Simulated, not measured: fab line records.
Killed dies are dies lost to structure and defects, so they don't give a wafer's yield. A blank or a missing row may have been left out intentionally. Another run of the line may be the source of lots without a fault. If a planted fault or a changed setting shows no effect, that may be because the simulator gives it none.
Chamber matching + flow n5 finfet + 4 sister chambers for N5_BEOL_M10_DESCUM_33 on rie diel-06
The step chemistry O2, time 7.9 s. 20 wafers are shown with their chamber, then 10 later ones without.

## WAFERS, EACH WITH ITS CHAMBER
| wafer  | chamber | drypump motor current A (A) | throttle valve pct (%) | showerhead plenum p Torr (Torr) |
|--------|---------|-----------------------------|------------------------|---------------------------------|
| L076.1 | 3       | 6.7                         | 20.9                   | 2.18                            |
| L076.3 | 0       | 5.0                         | 20.1                   | 2.22                            |
| L076.5 | 2       | 6.5                         | 21.1                   | 1.99                            |
| L080.3 | 3       | 6.6                         | 20.9                   | 2.18                            |
| L080.4 | 2       | 6.5                         | 21.1                   | 1.99                            |
| L080.6 | 0       | 5.0                         | 20.1                   | 2.21                            |
| L082.2 | 0       | 5.0                         | 20.1                   | 2.21                            |
| L082.3 | 1       | 5.1                         | 20.0                   | 2.05                            |
| L082.6 | 2       | 6.4                         | 21.1                   | 1.99                            |
| L086.2 | 3       | 6.6                         | 20.9                   | 2.17                            |
| L086.4 | 1       | 5.1                         | 20.1                   | 2.05                            |
| L086.5 | 0       | 5.0                         | 20.1                   | 2.21                            |
| L089.1 | 2       | 6.4                         | 20.8                   | 2.25                            |
| L089.4 | 1       | 5.1                         | 20.1                   | 2.04                            |
| L089.6 | 2       | 6.4                         | 20.8                   | 2.25                            |
| L088.2 | 1       | 5.1                         | 20.1                   | 2.04                            |
| L088.5 | 2       | 6.5                         | 20.9                   | 2.25                            |
| L088.6 | 1       | 5.1                         | 20.1                   | 2.04                            |
| L091.2 | 0       | 5.0                         | 20.1                   | 2.20                            |
| L091.5 | 3       | 6.6                         | 20.5                   | 2.17                            |

SIGNATURES (means of the wafers above)
| reading                  | chamber 0 | chamber 1 | chamber 2 | chamber 3 | scatter within a chamber |
|--------------------------|-----------|-----------|-----------|-----------|--------------------------|
| drypump motor current A  | 5.000     | 5.100     | 6.450     | 6.625     | 0.0375                   |
| throttle valve pct       | 20.100    | 20.080    | 20.967    | 20.800    | 0.123                    |
| showerhead plenum p Torr | 2.2100    | 2.0440    | 2.1200    | 2.1750    | 0.0798                   |
Rule: for a wafer and a chamber, the distance is found by dividing, reading by reading, the gap between the wafer's reading and the chamber's mean by the reading's scatter, squaring, summing and taking the root. If the next closest chamber is less than 2 further off than the closest, the wafer can't be placed; otherwise it belongs to the closest. The scatter: the root of (the sum of the squares of (reading less its chamber's mean) over the shown wafers, divided by (wafers less chambers)).

## WAFERS WHOSE CHAMBER IS MISSING
| wafer  | drypump motor current A (A) | throttle valve pct (%) | showerhead plenum p Torr (Torr) |
|--------|-----------------------------|------------------------|---------------------------------|
| L091.6 | 6.5                         | 20.8                   | 2.25                            |
| L094.1 | 5.0                         | 20.2                   | 2.20                            |
| L094.4 | 5.1                         | 20.1                   | 2.04                            |
| L094.5 | 5.0                         | 20.2                   | 2.20                            |
| L092.4 | 5.1                         | 20.1                   | 2.04                            |
| L092.5 | 6.5                         | 20.9                   | 2.25                            |
| L092.6 | 6.6                         | 20.5                   | 2.17                            |
| L096.3 | 5.0                         | 20.2                   | 2.20                            |
| L096.4 | 6.4                         | 20.9                   | 2.25                            |
| L096.6 | 5.0                         | 20.2                   | 2.20                            |

## EACH ONE'S CHAMBER
| wafer  | from the rows above     | in truth |
|--------|-------------------------|----------|
| L091.6 | can't be placed: 2 or 3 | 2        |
| L094.1 | 0                       | 0        |
| L094.4 | 1                       | 1        |
| L094.5 | 0                       | 0        |
| L092.4 | 1                       | 1        |
| L092.5 | can't be placed: 2 or 3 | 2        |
| L092.6 | 3                       | 3        |
| L096.3 | 0                       | 0        |
| L096.4 | 2                       | 2        |
| L096.6 | 0                       | 0        |
8 of 10 placed correctly. Cannot be placed on the basis of these rows: 2; the candidates contain the true chamber in 2. Wrongly placed: 0.
